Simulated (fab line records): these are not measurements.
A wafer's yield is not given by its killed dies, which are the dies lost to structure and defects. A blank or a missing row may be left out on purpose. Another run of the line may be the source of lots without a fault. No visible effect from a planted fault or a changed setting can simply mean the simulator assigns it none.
Chamber matching / flow n5 finfet / N5_MOL_CONTACT_COAG_VIA_ETCH_117 on rie diel-04: 4 sister chambers
The step etches SiO2 in C4F6/O2, target depth 40 nm, overetch 8 nm, time 26 s. 8 wafers are shown with their chamber, then 10 later ones without.

## WAFERS WITH THEIR CHAMBER
wafer=L079.3; chamber=0; drypump motor current A (A)=5.51; rf vpp V (V)=1553
wafer=L085.2; chamber=2; drypump motor current A (A)=5.41; rf vpp V (V)=1573
wafer=L085.6; chamber=1; drypump motor current A (A)=5.91; rf vpp V (V)=1584
wafer=L086.2; chamber=2; drypump motor current A (A)=5.40; rf vpp V (V)=1574
wafer=L086.3; chamber=3; drypump motor current A (A)=5.23; rf vpp V (V)=1582
wafer=L086.4; chamber=0; drypump motor current A (A)=5.54; rf vpp V (V)=1552
wafer=L089.2; chamber=3; drypump motor current A (A)=5.23; rf vpp V (V)=1583
wafer=L089.4; chamber=1; drypump motor current A (A)=5.93; rf vpp V (V)=1587

## WAFERS WHOSE CHAMBER IS MISSING
wafer=L089.5; drypump motor current A (A)=5.52; rf vpp V (V)=1552
wafer=L090.1; drypump motor current A (A)=5.90; rf vpp V (V)=1587
wafer=L090.2; drypump motor current A (A)=5.23; rf vpp V (V)=1581
wafer=L090.4; drypump motor current A (A)=5.93; rf vpp V (V)=1586
wafer=L091.2; drypump motor current A (A)=5.92; rf vpp V (V)=1586
wafer=L091.4; drypump motor current A (A)=5.53; rf vpp V (V)=1551
wafer=L091.5; drypump motor current A (A)=5.92; rf vpp V (V)=1586
wafer=L092.1; drypump motor current A (A)=5.58; rf vpp V (V)=1552
wafer=L092.2; drypump motor current A (A)=5.41; rf vpp V (V)=1574
wafer=L092.3; drypump motor current A (A)=5.22; rf vpp V (V)=1582

## EACH ONE'S CHAMBER
wafer=L089.5; from the rows above=0; in truth=0
wafer=L090.1; from the rows above=1; in truth=1
wafer=L090.2; from the rows above=3; in truth=3
wafer=L090.4; from the rows above=1; in truth=1
wafer=L091.2; from the rows above=1; in truth=1
wafer=L091.4; from the rows above=0; in truth=0
wafer=L091.5; from the rows above=1; in truth=1
wafer=L092.1; from the rows above=0; in truth=0
wafer=L092.2; from the rows above=2; in truth=2
wafer=L092.3; from the rows above=3; in truth=3
Correctly placed: 10 of 10. Can't be placed from these rows: 0. Placed wrongly: 0.
How it was worked out, from the rows above alone: a wafer's distance from a chamber is the root of the sum, over the readings, of the square of ((its reading less the chamber's mean) divided by the reading's scatter). If the next closest chamber is less than 2 further off than the closest, the wafer can't be placed; otherwise it belongs to the closest. A chamber's mean is the mean of its shown wafers. The scatter: the root of (the sum of the squares of (reading less its chamber's mean) over the shown wafers, divided by (wafers less chambers)).
